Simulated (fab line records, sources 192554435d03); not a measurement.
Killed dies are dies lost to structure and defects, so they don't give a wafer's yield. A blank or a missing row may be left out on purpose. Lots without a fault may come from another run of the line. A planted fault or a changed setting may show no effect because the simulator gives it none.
A struck lot beside a sound one | flow n5_finfet | 16 steps out of a route of 1938
Sound: wafers L209.1, L209.2, L209.3. Struck: wafers L215.2, L215.3, L215.6. The cause comes at the end.
At each step with rows: each side's tool, then ch and its chambers, then its first start. Under that, the readings that differ: sound wafers | struck wafers | difference of the means | sigmas: that difference in standard deviations of wafers without a fault.
alike: readings whose means differ by less than 2 such deviations, and words and numbers that are the same on both sides. not compared: withheld readings, readings that some wafer has no value for, bounds like >300 that may hide the same value, and numbers for which the record gives no deviation and whose values overlap.
The two part at a step that has a row with sigmas, a row that says differs or no value, or rows on one side only. Numbers that don't overlap but have no deviation are shown without sigmas and don't part them. A reading that every wafer of one side lacks parts them only if that side has two wafers or more.

first, 2 steps without rows for these wafers: N5_MOL_CONTACT_COAG_DESCUM_13 (chemistry O2, time 7 s); N5_MOL_CONTACT_COAG_ETCH_59 (etches underlayer in N2/H2, target depth 13 nm, time 10.4 s).
N5_MOL_CONTACT_COAG_ETCH_105: etches SiARC in CF4, target depth 15.6 nm, time 26 s.
  sound on rie_diel-03 ch 0,1,3, day 5 22:08; struck on rie_diel-02 ch 0,2,3, day 7 10:47
  alike: drypump_motor_current_A, etch_rf_on_time_s, oes_product_au, rf_vpp_V, showerhead_plenum_p_Torr, throttle_valve_pct
  not compared: rf_hours_counter_h
N5_MOL_CONTACT_COAG_ETCH_106: etches SOC in N2/H2, target depth 80 nm, overetch 16 nm, time 120 s.
  sound on rie_diel-03 ch 0,1,3, day 5 22:10; struck on rie_diel-02 ch 0,2,3, day 7 10:49
  alike: drypump_motor_current_A, oes_product_au, rf_vpp_V, showerhead_plenum_p_Torr, throttle_valve_pct
  not compared: rf_hours_counter_h
then, 2 steps without rows for these wafers: N5_MOL_CONTACT_COAG_STRIP_107 (strips in N2/H2); N5_MOL_CONTACT_COAG_STRIP_108 (strips in N2/H2).
N5_MOL_CONTACT_COAG_CONTACT_ETCH_14: etches SiO2 in C4F6/O2, target depth 27.5 nm, overetch 8.5 nm, time 20 s.
  sound on rie_diel-03 ch 0,1,3, day 5 22:16; struck on rie_diel-02 ch 0,2,3, day 7 10:55
  alike: drypump_motor_current_A, oes_product_au, rf_vpp_V, showerhead_plenum_p_Torr, throttle_valve_pct
  not compared: rf_hours_counter_h
then, 1 step without rows for these wafers: N5_MOL_CONTACT_COAG_STRIP_109 (strips in C4F6/O2).
N5_MOL_CONTACT_COAG_ETCH_15: etches SiNx in CH3F/O2, stops on Si:P, target depth 7 nm.
  sound on rie_diel-03 ch 0,1,3, day 5 22:18; struck on rie_diel-02 ch 0,2,3, day 7 10:57
  alike: drypump_motor_current_A, oes_product_au, rf_vpp_V, showerhead_plenum_p_Torr, throttle_valve_pct
  not compared: rf_hours_counter_h
then, 1 step without rows for these wafers: N5_MOL_CONTACT_COAG_ETCH_110 (etches Si in CF4/O2, target depth 2.5 nm, time 8 s).
N5_MOL_CONTACT_COAG_STRIP_98: strips in N2/H2.
  sound on rie_diel-03 ch 0,1,3, day 5 22:25; struck on rie_diel-02 ch 0,2,3, day 7 11:04
  alike: drypump_motor_current_A, oes_product_au, rf_vpp_V, showerhead_plenum_p_Torr, throttle_valve_pct
  not compared: rf_hours_counter_h
N5_MOL_CONTACT_COAG_CD_MEAS_99: target cd 17.2 nm.
  sound on cd_sem-01, day 5 22:29; struck on cd_sem-03, day 7 11:08
  alike: cd_nm
N5_MOL_CONTACT_COAG_IMPLANT_129:
  sound on implanter-01 ch 0, day 5 22:31; struck on implanter-01 ch 0, day 7 11:11
  reading       | sound                         | struck                        | difference | sigmas
  beam_on_s (s) | 44.2 44.9 44.8                | 73.4 69.9 73.7                | +27.7      | +20
  dose_ions_cm2 | 6.001e+14 5.999e+14 5.999e+14 | 9.645e+14 9.631e+14 9.632e+14 | +3.636e+14 | +99 or more
then, 1 step without rows for these wafers: N5_MOL_CONTACT_COAG_PRECLEAN_111 (cleans in NF3:NH3, afs cycles 1, time 20 s, sublimation time 60 s).
-- the record jumps here: 7 days lie between the struck wafers' starts before and after (it left off in module MOL_CONTACT_COAG and takes up again in module BEOL_M4, whose first step shown is number 1111 of the route) --
N5_BEOL_M4_RC_MEAS_101:
  sound on prober-01 ch 0, day 11 18:39; struck on prober-01 ch 0, day 14 07:56
  alike: DIBL_N, DIBL_P, IOFF_N, IOFF_P, ION_N, ION_P, SS_N, SS_P, VT_N, VT_P
then, 1 step without rows for these wafers: N5_PASSIVATION_PROBE_49.

WHERE THEY PART
Only at N5_MOL_CONTACT_COAG_IMPLANT_129, within this record. Later steps at which nothing parts them and some readings are alike: N5_BEOL_M4_RC_MEAS_101.

WHY: what the simulator had put in
Process parameter drift: implanter-01, from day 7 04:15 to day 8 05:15, at N5_MOL_CONTACT_COAG_IMPLANT_129. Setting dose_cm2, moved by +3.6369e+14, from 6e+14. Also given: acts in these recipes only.
